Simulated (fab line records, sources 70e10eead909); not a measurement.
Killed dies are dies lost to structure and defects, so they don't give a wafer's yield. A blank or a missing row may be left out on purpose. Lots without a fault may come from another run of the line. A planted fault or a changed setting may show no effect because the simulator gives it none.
A struck lot beside a sound one | flow nand_harc | 33 steps out of a route of 1302
Sound: wafers L722.3, L722.5, L722.6. Struck: wafers L728.2, L728.3, L728.4. The cause comes at the end.
At each step with rows: each side's tool, then ch and its chambers, then its first start. Under that, the readings that differ: sound wafers | struck wafers | difference of the means | sigmas: that difference in standard deviations of wafers without a fault.
alike: readings whose means differ by less than 2 such deviations, and words and numbers that are the same on both sides. not compared: withheld readings, readings that some wafer has no value for, bounds like >300 that may hide the same value, and numbers for which the record gives no deviation and whose values overlap.
The two part at a step that has a row with sigmas, a row that says differs or no value, or rows on one side only. Numbers that don't overlap but have no deviation are shown without sigmas and don't part them. A reading that every wafer of one side lacks parts them only if that side has two wafers or more.

first, 9 steps without rows for these wafers: NHARC_A_CHANNEL_HOLE_D2_DEP_00 (deposits aC, target thk 3100 nm); NHARC_A_CHANNEL_HOLE_D2_DEP_01 (deposits SiON, target thk 140 nm); NHARC_A_CHANNEL_HOLE_D2_DEHYDRATE_02 (time 120 s); NHARC_A_CHANNEL_HOLE_D2_HMDS_03 (time 30 s); NHARC_A_CHANNEL_HOLE_D2_COAT_36 (time 75 s); NHARC_A_CHANNEL_HOLE_D2_COAT_37 (time 65 s); NHARC_A_CHANNEL_HOLE_D2_COAT_04 (resist thk 90 nm); NHARC_A_CHANNEL_HOLE_D2_SOFTBAKE_05 (time 55 s); NHARC_A_CHANNEL_HOLE_D2_EBR_06.
NHARC_A_CHANNEL_HOLE_D2_EXPOSE_07: exposes mask HOLE D2, target cd 100 nm.
  sound on arfi_scanner-02 ch 0, day 16 20:22; struck on arfi_scanner-02 ch 0, day 19 12:07
  reading              | sound             | struck            | difference | sigmas
  exposure_dose_mJ_cm2 | 59.64 59.54 59.54 | 58.22 58.11 58.23 | -1.39      | -24
  alike: mask
then, 2 steps without rows for these wafers: NHARC_A_CHANNEL_HOLE_D2_PEB_08 (peb time 65 s); NHARC_A_CHANNEL_HOLE_D2_DEVELOP_09 (develop time 35 s).
NHARC_A_CHANNEL_HOLE_D2_CD_MEAS_10: target cd 100 nm.
  sound on cd_sem-02 ch 0, day 16 20:30; struck on cd_sem-01 ch 0, day 19 12:15
  reading    | sound           | struck         | difference | sigmas
  cd_nm (nm) | 99.9 99.2 100.7 | 98.7 99.5 98.9 | -0.9       | -2
NHARC_A_CHANNEL_HOLE_D2_DESCUM_15: chemistry O2, time 3 s.
  sound on rie_diel-08 ch 0,1, day 16 20:41; struck on rie_diel-08 ch 1,2,3, day 19 12:26
  alike: drypump_motor_current_A, oes_product_au, rf_vpp_V, showerhead_plenum_p_Torr, throttle_valve_pct
  not compared: rf_hours_counter_h, model.A_CHANNEL_HOLE_D2.cd_nm
then, 16 steps without rows for these wafers: NHARC_A_CHANNEL_HOLE_D2_ETCH_38 (etches the open film in CF4, target depth 39 nm, time 65 s); NHARC_A_CHANNEL_HOLE_D2_ETCH_39 (etches the open film in N2/H2, target depth 260 nm, time 325 s); NHARC_A_CHANNEL_HOLE_D2_ETCH_34 (etches the open film in CF4/CHF3, target depth 154 nm, time 77 s); NHARC_A_CHANNEL_HOLE_D2_ETCH_16 (etches the open film in O2/COS, target depth 3100 nm, time 806 s); NHARC_A_CHANNEL_HOLE_D2_ETCH_19 (etches the open film in C4F8/O2/Ar, time 34.5 s); NHARC_A_CHANNEL_HOLE_D2_ETCH_20 (etches the open film in C4F8/O2/Ar, time 361.9 s, target depth 1600 nm); NHARC_A_CHANNEL_HOLE_D2_ETCH_21 (etches the open film in C4F8/O2/Ar, time 514.3 s, target depth 1600 nm); NHARC_A_CHANNEL_HOLE_D2_ETCH_22 (etches the open film in C4F8/O2/Ar, time 666.7 s, target depth 1600 nm); NHARC_A_CHANNEL_HOLE_D2_ETCH_23 (etches the open film in C4F8/O2/Ar, time 819 s, target depth 1600 nm); NHARC_A_CHANNEL_HOLE_D2_ETCH_24 (etches the open film in C4F8/O2/Ar, time 906.2 s, target depth 1500 nm); NHARC_A_CHANNEL_HOLE_D2_ETCH_25 (etches the open film in C4F8/O2/Ar, time 1040.2 s, target depth 1500 nm); NHARC_A_CHANNEL_HOLE_D2_ETCH_26 (etches the open film in C4F8/O2/Ar, time 224.1 s, target depth 300 nm); NHARC_A_CHANNEL_HOLE_D2_ETCH_27 (etches the open film in C4F8/O2/Ar, time 90 s, target depth 400 nm); NHARC_A_CHANNEL_HOLE_D2_STRIP_41 (strips in N2/H2); NHARC_A_CHANNEL_HOLE_D2_STRIP_42 (strips in CF4/CHF3); NHARC_A_CHANNEL_HOLE_D2_STRIP_43 (strips in O2/COS).
NHARC_A_CHANNEL_HOLE_D2_ETCH_44: etches the open film in CF4/O2, target depth 140 nm, overetch 14 nm, time 77 s.
  sound on rie_diel-08 ch 1,2,3, day 17 02:35; struck on rie_diel-06 ch 0,2,3, day 19 18:40
  alike: drypump_motor_current_A, oes_product_au, rf_vpp_V, showerhead_plenum_p_Torr, throttle_valve_pct
  not compared: rf_hours_counter_h, model.A_CHANNEL_HOLE_D2.cd_nm
then, 2 steps without rows for these wafers: NHARC_A_CHANNEL_HOLE_D2_STRIP_28 (strips in O2); NHARC_END_SORT_01.

WHERE THEY PART
First at NHARC_A_CHANNEL_HOLE_D2_EXPOSE_07; last, within this record, at NHARC_A_CHANNEL_HOLE_D2_CD_MEAS_10. Later steps at which nothing parts them and some readings are alike: NHARC_A_CHANNEL_HOLE_D2_DESCUM_15, NHARC_A_CHANNEL_HOLE_D2_ETCH_44.

WHY: what the simulator had put in
Process parameter drift: arfi_scanner-02, from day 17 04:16 on, at NHARC_A_CHANNEL_HOLE_D2_EXPOSE_07. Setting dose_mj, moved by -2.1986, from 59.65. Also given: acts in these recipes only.
